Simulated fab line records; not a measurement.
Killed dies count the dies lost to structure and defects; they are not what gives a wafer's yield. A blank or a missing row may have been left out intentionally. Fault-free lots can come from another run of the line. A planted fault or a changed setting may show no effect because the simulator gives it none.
Chamber matching ; flow nand harc ; 4 sister chambers for NHARC_THIN_TSV_ETCH_15 on rie si-03
The step target depth 3000 nm, bosch target overetch cycles 2, bosch etch step 2.8 s. 8 wafers are shown with their chamber, then 7 later ones without.

WAFERS WITH THEIR CHAMBER
wafer;chamber;drypump motor current A (A)
L850.1;3;5.5
L851.1;0;4.8
L851.5;1;6.5
L857.2;1;6.5
L857.4;2;5.9
L857.6;0;4.8
L861.1;2;5.9
L861.2;3;5.4

WAFERS MISSING THEIR CHAMBER
wafer;drypump motor current A (A)
L861.3;6.5
L866.1;5.5
L866.5;5.9
L866.6;5.5
L873.2;4.9
L873.4;5.9
L873.5;6.4

WHICH CHAMBER EACH ONE RAN IN
wafer;from the rows above;in truth
L861.3;1;1
L866.1;3;3
L866.5;2;2
L866.6;3;3
L873.2;0;0
L873.4;2;2
L873.5;1;1
Correct placement for 7 of the 7. From these rows, 0 cannot be placed. Number placed wrongly: 0.
How it was worked out, from the rows above alone: a wafer's distance from a chamber is the root of the sum, over the readings, of the square of ((its reading less the chamber's mean) divided by the reading's scatter). The wafer belongs to the nearest chamber; if the next one is less than 2 further off, it can't be placed. Each chamber's mean is taken over the wafers shown for it. How the scatter is found: for the shown wafers, subtract from each reading the mean of its chamber, square and add these, divide the total by (wafers less chambers), then take the root.
